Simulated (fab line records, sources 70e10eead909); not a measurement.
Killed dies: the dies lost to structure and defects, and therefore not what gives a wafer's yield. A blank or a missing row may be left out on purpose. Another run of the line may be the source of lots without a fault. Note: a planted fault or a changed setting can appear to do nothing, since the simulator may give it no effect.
Matching of chambers	flow nandHarc	4 sister chambers for NHARC_P_M2_DESCUM_14 on rieDiel-03
The step chemistry O2, time 3 s. 4 wafers are shown with their chamber, then 12 later ones without.

## WAFERS PAIRED WITH THEIR CHAMBERS
wafer	chamber	drypumpMotorCurrentA (A)
L090.5	0	5.92
L091.1	2	5.39
L091.3	3	5.56
L091.4	1	5.66

## WAFERS WHOSE CHAMBER IS MISSING
wafer	drypumpMotorCurrentA (A)
L092.2	5.66
L092.5	5.96
L092.6	5.67
L093.1	5.67
L093.2	5.56
L093.5	5.42
L095.1	5.70
L095.2	5.55
L095.6	5.54
L096.2	5.39
L096.5	5.40
L096.6	5.68

## WHICH CHAMBER EACH WENT THROUGH
wafer	from the rows above	in truth
L092.2	1	1
L092.5	0	0
L092.6	1	1
L093.1	1	1
L093.2	3	3
L093.5	2	2
L095.1	1	1
L095.2	3	3
L095.6	3	3
L096.2	2	2
L096.5	2	2
L096.6	1	1
Placed correctly: 12 of 12. Number that these rows cannot place: 0. Number placed wrongly: 0.
How it was worked out, from the rows above alone: a wafer's distance from a chamber is the root of the sum, over the readings, of the square of ((its reading less the chamber's mean) divided by the reading's scatter). The wafer belongs to the nearest chamber; if the next one is less than 2 further off, it can't be placed. The mean given for a chamber averages the wafers shown for that chamber. The scatter: with one shown wafer a chamber, the root of the mean of the squares of how far each hidden wafer lies from its nearest shown one.
